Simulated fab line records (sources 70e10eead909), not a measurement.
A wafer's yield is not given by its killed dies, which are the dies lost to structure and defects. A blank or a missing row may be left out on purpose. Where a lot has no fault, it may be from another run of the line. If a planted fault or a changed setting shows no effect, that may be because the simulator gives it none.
fab line records -- flow nandHarc
record: lots: 7, wafers: 21, lastDay: 24
route steps=1159 shown A_WL_FILL@811 END@1159
lots that met no fault: taken from a fault-free run of the same line
startH: hours from the record's first day to the start of the lot's first wafer shown -- waitH: hours elapsed since this lot's preceding step -- " as in the row above -- L1.1+2: a single row standing in for several wafers -- - no value, or no start was given -- * or withheld: withheld -- < > ~ a bound
route shown NAME@n: a module of which the file shows steps, and the number in the route of the first -- usual: the fault-free wafers' mean and standard deviation -- same: alike in all rows -- chamber/n: place in a boat -- sites: the reading at each site -- _std_site: the standard deviation of these -- _edge_site: outer sites' mean less inner sites' -- radiusMm: how far each site lies from the wafer's centre -- mask NAME#n: copy n -- behind: the last tool/chamber to shape the wafer -- hold: the reason the lot was held/the length of the hold in hours/how it ended -- device: which transistor (n, p or np) failed to switch -- end of line: at the end of the route, the tests of the same wafers -- a step with no rows: only its recipe -- killed: dies lost to structure and defects at the first sort, not the wafer's yield -- map: the dies of a wafer, with x for killed, . for not killed, _ for no die there
set.NAME: setting as actually run; set.NAME@STEP: the setting as run at that earlier step -- model.NAME: the simulator's own value behind a step, which no gauge read
certain route steps with their lots: each step a table, each wafer a row
services: a tool's chamber out of use, with start hour (startH, from the record's first day; less than 0 if before it), hours out, and reason
== steps ==
step: NHARC_A_WL_FILL_ALD_02
recipe: targetThkA: 20, pulseTimeS: 3, aldCycles: 100, tempC: 450, material: TiN
usual: heaterPowerOuterW: 679/39, heaterPowerW: 1051/72, precursorPulseHeightRel: 0.996/0.02, susceptorTempC: 450.00/0.23
lot.wafer,tool,chamber,startH,waitH,heaterPowerOuterW,heaterPowerW,precursorPulseHeightRel,susceptorTempC
L873.4,aldMetal-01,3,401.64,0.1,701,1032,0.965,449.43
L873.1,aldMetal-01,1,401.64,0.1,638,1090,0.987,450.34
L873.6,aldMetal-01,0,401.64,0.1,748,1214,1.008,450.16
L877.3,aldMetal-04,1,404.47,0.1,638,1038,0.981,450.18
L877.2,aldMetal-04,2,404.47,0.1,716,1117,0.983,449.87
L877.5,aldMetal-04,2,404.47,0.1,718,1128,0.994,449.95
L878.4,aldMetal-02,1,412.65,0.2,679,1023,1.030,449.95
L878.2,aldMetal-02,2,412.65,0.2,636,1005,0.999,449.95
L878.6,aldMetal-02,3,412.65,0.2,712,1088,1.007,450.36
L880.4,aldMetal-01,3,412.68,0.1,701,1012,0.982,449.76
L880.1,aldMetal-01,0,412.68,0.1,753,1180,1.017,450.19
L880.5,aldMetal-01,2,412.68,0.1,626,946,0.988,450.10
L879.3,aldMetal-04,1,431.70,0.2,723,1152,1.008,449.97
L879.2,aldMetal-04,2,431.70,0.2,711,1122,0.994,450.07
L879.6,aldMetal-04,3,431.70,0.2,687,1069,0.997,449.90
L884.1,aldMetal-04,1,436.34,0.2,720,1149,1.028,449.77
L884.4,aldMetal-04,3,436.34,0.2,682,1049,1.001,450.14
L884.6,aldMetal-04,1,436.34,0.2,715,1133,0.984,449.88
L883.1,aldMetal-04,2,458.26,0.2,704,1110,0.992,450.17
L883.3,aldMetal-04,1,458.26,0.2,721,1123,1.014,450.14
L883.6,aldMetal-04,2,458.26,0.2,694,1106,1.026,449.98
step: NHARC_A_WL_FILL_CVD_03
recipe: targetThkA: 400, tempC: 300, pressureTorr: 40, wf6FlowSccm: 40, h2FlowSccm: 1600, arFlowSccm: 1560, timeS: 3302, material: W
usual: heaterPowerOuterW: 292/7.2, heaterPowerW: 511/21, susceptorTempC: 300.01/0.19, throttleValvePct: 7.86/0.2
same: timeS: 3302
lot.wafer,tool,chamber,startH,waitH,heaterPowerOuterW,heaterPowerW,susceptorTempC,throttleValvePct
L873.1,cvdW-01,1,402.94,0.9,289,515,300.15,7.95
L873.4,cvdW-01,1,402.94,0.9,294,535,300.04,7.94
L873.6,cvdW-01,0,402.94,0.9,290,485,300.13,7.51
L877.2,cvdW-01,1,405.30,0.4,291,528,300.10,8.15
L877.3,cvdW-01,1,405.30,0.4,287,523,300.13,8.01
L877.5,cvdW-01,1,405.30,0.4,289,533,300.00,7.91
L878.2,cvdW-01,1,414.40,1.4,294,532,299.78,7.91
L878.4,cvdW-01,1,414.40,1.4,290,542,299.98,8.01
L878.6,cvdW-01,1,414.40,1.4,287,532,299.78,7.91
L880.1,cvdW-01,0,417.24,4.2,279,491,300.03,7.66
L880.4,cvdW-01,0,417.24,4.2,284,486,299.84,7.50
L880.5,cvdW-01,1,419.62,6.6,288,523,300.32,8.27
L879.2,cvdW-02,1,432.54,0.5,303,526,299.73,8.11
L879.3,cvdW-02,0,432.54,0.5,298,506,300.28,7.84
L879.6,cvdW-02,1,434.42,2.4,300,521,300.20,7.63
L884.1,cvdW-02,1,440.04,3.4,291,532,299.82,7.98
L884.4,cvdW-02,0,440.04,3.4,291,516,299.89,7.67
L884.6,cvdW-02,0,440.04,3.4,298,519,300.07,7.75
L883.1,cvdW-02,0,458.70,0.1,295,524,300.19,7.78
L883.3,cvdW-02,0,458.70,0.1,288,523,300.25,7.86
L883.6,cvdW-02,0,458.70,0.1,292,510,300.41,7.63
step: NHARC_A_WL_FILL_ETCHBACK_04
recipe: targetDepthA: 600, timeS: 120, chemistry: NF3
usual: drypumpMotorCurrentA: 5.6/0.34, oesProductAu: 1.005/0.0093, runLengthS: 141.3/0.54
same: timeS: 120
lot.wafer,tool,chamber,startH,waitH,drypumpMotorCurrentA,oesProductAu,rfHoursCounterH,runLengthS
L873.1,rieMetal-02,1,405.79,2.4,5.9,1.009,0.9,141.8
L873.4,rieMetal-02,1,405.79,2.4,5.9,1.007,-,141.5
L873.6,rieMetal-02,1,405.79,2.4,5.9,1.008,-,141.9
L877.2,rieMetal-03,0,408.69,2.9,6.1,1.015,3.9,141.0
L877.3,rieMetal-03,1,408.69,2.9,5.8,1.020,-,141.6
L877.5,rieMetal-03,0,408.69,2.9,6.1,1.010,-,140.9
L878.2,rieMetal-01,1,417.76,2.9,5.6,1.003,2.3,141.8
L878.4,rieMetal-01,1,417.76,2.9,5.6,1.003,-,141.7
L878.6,rieMetal-01,0,417.76,2.9,5.3,1.000,-,140.5
L880.1,rieMetal-01,1,420.60,2.9,5.6,1.013,2.5,141.5
L880.4,rieMetal-01,0,420.60,2.9,5.4,1.004,-,140.3
L880.5,rieMetal-01,1,420.60,2.9,5.6,1.000,-,141.8
L879.2,rieMetal-02,1,435.44,2.4,5.9,1.019,-,141.4
L879.3,rieMetal-02,1,435.44,2.4,5.9,1.011,-,141.4
L879.6,rieMetal-02,1,435.44,2.4,5.9,1.015,-,141.5
L884.1,rieMetal-01,0,442.92,2.4,5.3,0.991,3.7,140.9
L884.4,rieMetal-01,0,442.92,2.4,5.3,0.990,-,140.4
L884.6,rieMetal-01,0,442.92,2.4,5.3,0.989,-,141.2
L883.1,rieMetal-01,1,462.00,2.8,5.7,1.000,4.4,141.9
L883.3,rieMetal-01,0,462.00,2.8,5.3,0.990,-,140.3
L883.6,rieMetal-01,0,462.00,2.8,5.3,1.007,-,140.3
step: NHARC_A_WL_FILL_ETCHBACK_05
recipe: targetDepthA: 220, timeS: 60, tempC: 40, chemistry: Cl2/BCl3
usual: drypumpMotorCurrentA: 5.6/0.34, oesProductAu: 1.005/0.0097, runLengthS: 81.3/0.56
same: timeS: 60
lot.wafer,tool,chamber,startH,waitH,drypumpMotorCurrentA,oesProductAu,rfHoursCounterH,runLengthS
L873.1,rieMetal-02,1,406.23,0.4,5.9,0.993,1.2,81.7
L873.4,rieMetal-02,1,406.23,0.4,5.9,0.992,-,81.6
L873.6,rieMetal-02,1,406.23,0.4,5.9,0.997,-,81.7
L877.2,rieMetal-03,1,408.91,0.2,5.9,1.024,4.0,81.4
L877.3,rieMetal-03,0,408.91,0.2,6.2,1.015,-,81.3
L877.5,rieMetal-03,0,408.91,0.2,6.2,1.012,-,81.0
L878.2,rieMetal-01,0,417.97,0.2,5.3,0.998,2.4,80.3
L878.4,rieMetal-01,0,417.97,0.2,5.4,0.998,-,80.5
L878.6,rieMetal-01,0,417.97,0.2,5.3,0.997,-,80.5
L880.1,rieMetal-01,0,420.85,0.2,5.3,1.001,2.7,80.6
L880.4,rieMetal-01,1,420.85,0.2,5.6,0.996,-,81.8
L880.5,rieMetal-01,0,420.85,0.2,5.3,0.997,-,80.2
L879.2,rieMetal-02,1,435.84,0.3,5.9,1.018,-,81.8
L879.3,rieMetal-02,1,435.84,0.3,5.9,1.019,-,81.7
L879.6,rieMetal-02,1,435.84,0.3,5.9,1.012,-,81.9
L884.1,rieMetal-01,0,443.20,0.2,5.3,0.994,3.9,80.3
L884.4,rieMetal-01,1,443.20,0.2,5.7,0.999,-,81.6
L884.6,rieMetal-01,1,443.20,0.2,5.7,0.996,-,81.6
L883.1,rieMetal-01,1,462.25,0.2,5.6,0.997,4.5,81.6
L883.3,rieMetal-01,0,462.25,0.2,5.3,0.999,-,80.7
L883.6,rieMetal-01,0,462.25,0.2,5.3,0.994,-,80.5
step: NHARC_A_WL_FILL_STRIP_27
recipe: powerW: 1500, tempC: 250, timeS: 20, chemistry: N2/H2
step: NHARC_A_WL_FILL_STRIP_28
recipe: timeS: 1200, tempC: 72.5, chemistry: postEtchResidueRemover
step: NHARC_A_WL_FILL_PRECLEAN_06
recipe: timeS: 300, chemistry: DIW
step: NHARC_A_WL_FILL_SRD_07
step: NHARC_A_WL_FILL_ANNEAL_08
recipe: tempC: 450, timeS: 1800
step: NHARC_A_WL_FILL_ALD_10
recipe: targetThkA: 500, pulseTimeS: 10, aldCycles: 500, tempC: 300, material: SiO2
usual: heaterPowerOuterW: 269/39, heaterPowerW: 474/62, precursorPulseHeightRel: 1.000/0.02, susceptorTempC: 300.00/0.18
lot.wafer,tool,chamber,startH,waitH,heaterPowerOuterW,heaterPowerW,precursorPulseHeightRel,susceptorTempC
L873.1,aldHk-03,2,412.27,0.4,263,426,1.029,299.88
L873.4,aldHk-03,3,412.27,0.4,281,516,0.980,299.90
L873.6,aldHk-03,2,414.30,2.4,263,428,1.000,299.86
L877.2,aldHk-03,2,415.32,3.4,269,426,1.000,300.25
L877.3,aldHk-03,1,416.86,4.9,303,530,1.040,300.05
L877.5,aldHk-03,3,417.90,6.0,275,495,1.054,300.09
L878.2,aldHk-01,3,424.89,0.1,255,458,1.005,299.94
L878.4,aldHk-01,2,426.43,1.6,242,454,0.997,300.09
L878.6,aldHk-01,0,427.45,2.6,238,472,1.003,299.81
L880.1,aldHk-02,3,425.40,0.6,263,512,0.976,300.33
L880.4,aldHk-02,1,426.44,1.6,274,481,0.969,300.12
L880.5,aldHk-02,2,426.44,1.6,351,610,1.004,300.05
L879.3,aldHk-02,3,442.26,0.6,265,518,0.989,300.40
L879.2,aldHk-02,0,442.26,0.6,285,475,0.986,299.95
L879.6,aldHk-02,3,444.33,2.6,267,508,1.019,300.32
L884.4,aldHk-03,2,449.87,0.6,254,423,0.998,300.12
L884.1,aldHk-03,0,450.90,1.6,196,369,1.002,300.09
L884.6,aldHk-03,2,451.94,2.6,261,417,0.976,299.92
L883.1,aldHk-03,3,467.88,0.1,284,499,0.997,299.95
L883.3,aldHk-03,1,468.91,1.1,304,534,0.981,299.90
L883.6,aldHk-03,0,470.44,2.6,204,370,1.028,300.16
step: NHARC_A_WL_FILL_ETCHBACK_16
recipe: targetDepthA: 880, timeS: 17.6, c4f8FlowSccm: withheld, o2FlowSccm: 8, arFlowSccm: withheld, rfW: 600, biasW: 800, chemistry: C4F8/O2/Ar
usual: oesProductAu: 0.98/0.033, rfVppV: 724/4.4, runLengthS: 38.8/0.47
lot.wafer,tool,chamber,startH,waitH,oesProductAu,rfHoursCounterH,rfVppV,runLengthS
L873.1,rieDiel-09,3,416.87,-,1.01,9.5,730,39.0
L873.6,rieDiel-09,2,416.87,-,0.98,-,722,38.9
L873.4,rieDiel-09,0,416.87,-,0.99,-,717,38.1
L877.3,rieDiel-02,1,419.96,-,1.01,3.8,719,39.6
L877.2,rieDiel-02,3,419.96,-,0.98,3.5,728,38.8
L877.5,rieDiel-02,1,419.96,-,1.00,-,721,40.0
L878.2,rieDiel-02,2,429.56,-,1.02,4.1,723,27.9
L878.4,rieDiel-02,3,429.56,-,0.98,3.8,727,39.1
L878.6,rieDiel-02,1,429.56,-,1.00,-,719,39.8
L880.1,rieDiel-09,3,429.56,-,0.93,9.9,729,39.2
L880.4,rieDiel-09,0,429.56,-,1.00,7.2,717,38.2
L880.5,rieDiel-09,2,429.56,-,0.92,-,722,38.8
L879.2,rieDiel-02,1,446.40,-,1.00,4.6,719,39.6
L879.3,rieDiel-02,2,446.40,-,1.02,4.7,721,28.0
L879.6,rieDiel-02,0,446.40,-,0.98,-,729,38.7
L884.4,rieDiel-02,2,454.00,-,1.03,4.7,721,27.9
L884.1,rieDiel-02,1,454.00,-,1.01,4.7,720,39.4
L884.6,rieDiel-02,3,454.00,-,0.97,-,727,39.0
L883.3,rieDiel-10,2,472.50,-,1.03,2.7,719,38.4
L883.1,rieDiel-10,3,472.50,-,0.99,2.8,731,38.4
L883.6,rieDiel-10,2,472.50,-,1.02,-,719,38.5
step: NHARC_A_WL_FILL_STRIP_29
recipe: timeS: 20, o2FlowSccm: 500, arFlowSccm: 0, biasW: 0, chemistry: O2
step: NHARC_END_SORT_01
recipe: tempC: 25
usual: killedAtArray: 27/11, killedAtOther: 0.7/1.1, killedAtPeriphery: 3.6/2.4, killedDies: 32/11, killedOpen: 3.3/1.8, killedShort: 2.1/1.5
same: grossDies: 677
lot.wafer,tool,chamber,startH,waitH,killedAtArray,killedAtOther,killedAtPeriphery,killedDies,killedOpen,killedShort
L878.2,prober-01,0,526.32,2.8,674,0,3,677,2,3
L879.3,prober-02,0,536.90,3.1,674,2,1,677,3,2
L884.4,prober-02,0,554.64,3.4,674,0,3,677,3,1
killed by level:class
L878.2 A_WL_FILL:areaEtchback=665 A_CHANNEL_HOLE_D1:chamberFilmFlake=2 A_WL_FILL:chamberFilmFlake=2 P_GATE:geometricParticle:open=1 A_ONON_D1:geometricParticle:open=1 A_ONON_D1:geometricParticle:short=1 A_SGD_CUT:geometricParticle:short=1 A_WL_FILL:geometricParticle:short=1
L879.3 A_WL_FILL:areaEtchback=623 A_CHANNEL_HOLE_D1:chamberFilmFlake=23 A_SLIT:chamberFilmFlake=22 THIN_TSV:chamberFilmFlake=2 P_M0:geometricParticle:open=1 A_CHANNEL_FILL_D1:geometricParticle:short=1 A_SGD_CUT:geometricParticle:open=1 A_WL_FILL:geometricParticle:short=1
L884.4 A_WL_FILL:areaEtchback=651 A_SLIT:chamberFilmFlake=12 A_CHANNEL_HOLE_D1:chamberFilmFlake=3 A_CONTACT:geometricParticle:open=2 A_BONDPAD:chamberFilmFlake=2 P_CONTACT:geometricParticle:short=1 A_CHANNEL_FILL_D1:geometricParticle:open=1 P_STI:chamberFilmFlake=1
map L878.2 (x killed, . not)
____________x____________
_________xxxxxxx_________
_______xxxxxxxxxxx_______
______xxxxxxxxxxxxx______
_____xxxxxxxxxxxxxxx_____
____xxxxxxxxxxxxxxxxx____
____xxxxxxxxxxxxxxxxx____
___xxxxxxxxxxxxxxxxxxx___
___xxxxxxxxxxxxxxxxxxx___
__xxxxxxxxxxxxxxxxxxxxx__
__xxxxxxxxxxxxxxxxxxxxx__
_xxxxxxxxxxxxxxxxxxxxxxx_
_xxxxxxxxxxxxxxxxxxxxxxx_
_xxxxxxxxxxxxxxxxxxxxxxx_
_xxxxxxxxxxxxxxxxxxxxxxx_
_xxxxxxxxxxxxxxxxxxxxxxx_
xxxxxxxxxxxxxxxxxxxxxxxxx
xxxxxxxxxxxxxxxxxxxxxxxxx
xxxxxxxxxxxxxxxxxxxxxxxxx
xxxxxxxxxxxxxxxxxxxxxxxxx
xxxxxxxxxxxxxxxxxxxxxxxxx
_xxxxxxxxxxxxxxxxxxxxxxx_
_xxxxxxxxxxxxxxxxxxxxxxx_
_xxxxxxxxxxxxxxxxxxxxxxx_
_xxxxxxxxxxxxxxxxxxxxxxx_
_xxxxxxxxxxxxxxxxxxxxxxx_
__xxxxxxxxxxxxxxxxxxxxx__
__xxxxxxxxxxxxxxxxxxxxx__
___xxxxxxxxxxxxxxxxxxx___
___xxxxxxxxxxxxxxxxxxx___
____xxxxxxxxxxxxxxxxx____
____xxxxxxxxxxxxxxxxx____
_____xxxxxxxxxxxxxxx_____
______xxxxxxxxxxxxx______
_______xxxxxxxxxxx_______
_________xxxxxxx_________
____________x____________
map L879.3 (x killed, . not)
____________x____________
_________xxxxxxx_________
_______xxxxxxxxxxx_______
______xxxxxxxxxxxxx______
_____xxxxxxxxxxxxxxx_____
____xxxxxxxxxxxxxxxxx____
____xxxxxxxxxxxxxxxxx____
___xxxxxxxxxxxxxxxxxxx___
___xxxxxxxxxxxxxxxxxxx___
__xxxxxxxxxxxxxxxxxxxxx__
__xxxxxxxxxxxxxxxxxxxxx__
_xxxxxxxxxxxxxxxxxxxxxxx_
_xxxxxxxxxxxxxxxxxxxxxxx_
_xxxxxxxxxxxxxxxxxxxxxxx_
_xxxxxxxxxxxxxxxxxxxxxxx_
_xxxxxxxxxxxxxxxxxxxxxxx_
xxxxxxxxxxxxxxxxxxxxxxxxx
xxxxxxxxxxxxxxxxxxxxxxxxx
xxxxxxxxxxxxxxxxxxxxxxxxx
xxxxxxxxxxxxxxxxxxxxxxxxx
xxxxxxxxxxxxxxxxxxxxxxxxx
_xxxxxxxxxxxxxxxxxxxxxxx_
_xxxxxxxxxxxxxxxxxxxxxxx_
_xxxxxxxxxxxxxxxxxxxxxxx_
_xxxxxxxxxxxxxxxxxxxxxxx_
_xxxxxxxxxxxxxxxxxxxxxxx_
__xxxxxxxxxxxxxxxxxxxxx__
__xxxxxxxxxxxxxxxxxxxxx__
___xxxxxxxxxxxxxxxxxxx___
___xxxxxxxxxxxxxxxxxxx___
____xxxxxxxxxxxxxxxxx____
____xxxxxxxxxxxxxxxxx____
_____xxxxxxxxxxxxxxx_____
______xxxxxxxxxxxxx______
_______xxxxxxxxxxx_______
_________xxxxxxx_________
____________x____________
== services ==
tool,chamber,startH,hours,kind
rieDiel-02,0,385.73,-,clean
rieDiel-02,1,385.73,-,clean
rieDiel-02,2,385.73,-,clean
rieDiel-02,3,385.73,-,clean
rieDiel-09,2,387.33,7.3,repair
rieMetal-02,-,388.00,9.0,pm
rieMetal-02,0,388.00,9.0,ventCycle
rieMetal-02,1,388.00,9.0,ventCycle
rieDiel-10,0,389.63,13.2,repair
rieMetal-02,0,397.00,-,clean
rieMetal-02,1,397.00,-,clean
rieMetal-02,0,398.96,67.1,repair
rieDiel-09,0,404.31,5.1,repair
aldMetal-04,-,406.02,10.0,pm
rieDiel-09,1,409.94,12.6,repair
rieMetal-03,-,416.59,83.9,repair
rieDiel-09,-,431.41,9.0,pm
rieDiel-10,-,434.32,15.4,repair
aldMetal-01,-,448.28,1.5,repair
aldMetal-01,-,450.35,1.2,repair
aldMetal-01,3,452.91,19.3,repair
rieDiel-10,0,456.87,8.5,repair
aldMetal-01,-,458.00,10.0,pm
aldHk-02,-,463.12,10.0,pm
== key ==
firstSign: step: NHARC_A_WL_FILL_ETCHBACK_16, reading: runLengthS, direction: down, sigmas: 23, usual: *, struck: *
effect: step: NHARC_END_SORT_01, reading: killedAtArray, direction: up, sigmas: 60, usual: 27, struck: 674
moreKillsBornAt: NHARC_A_WL_FILL_ETCHBACK_16@rieDiel-02: 1939
metAt NHARC_A_WL_FILL_ETCHBACK_16
struckWafers L878.2,L879.3,L884.4
laterRowsLeftOut L878.2,L879.3,L884.4
testerLeftOut L878,L879,L884
fault: kind: processParameterDrift, tool: rieDiel-02, chamber: 2, onsetH: 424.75, steps: NHARC_A_WL_FILL_ETCHBACK_16, channel: timeS, offset: *, shape: step, endH: 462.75, actsIn: *, stated: *
testerLeftOut: of these lots the tester's yield and bins aren't shown, on N5 and GAA mostly nor the transistor test; their killed dies are dies lost to structure and defects alone, not to doping, threshold or leakage, so they don't give the yield
laterRowsLeftOut: the simulator's readings of these wafers behind a module that went badly wrong aren't trusted and aren't shown, but for the sort
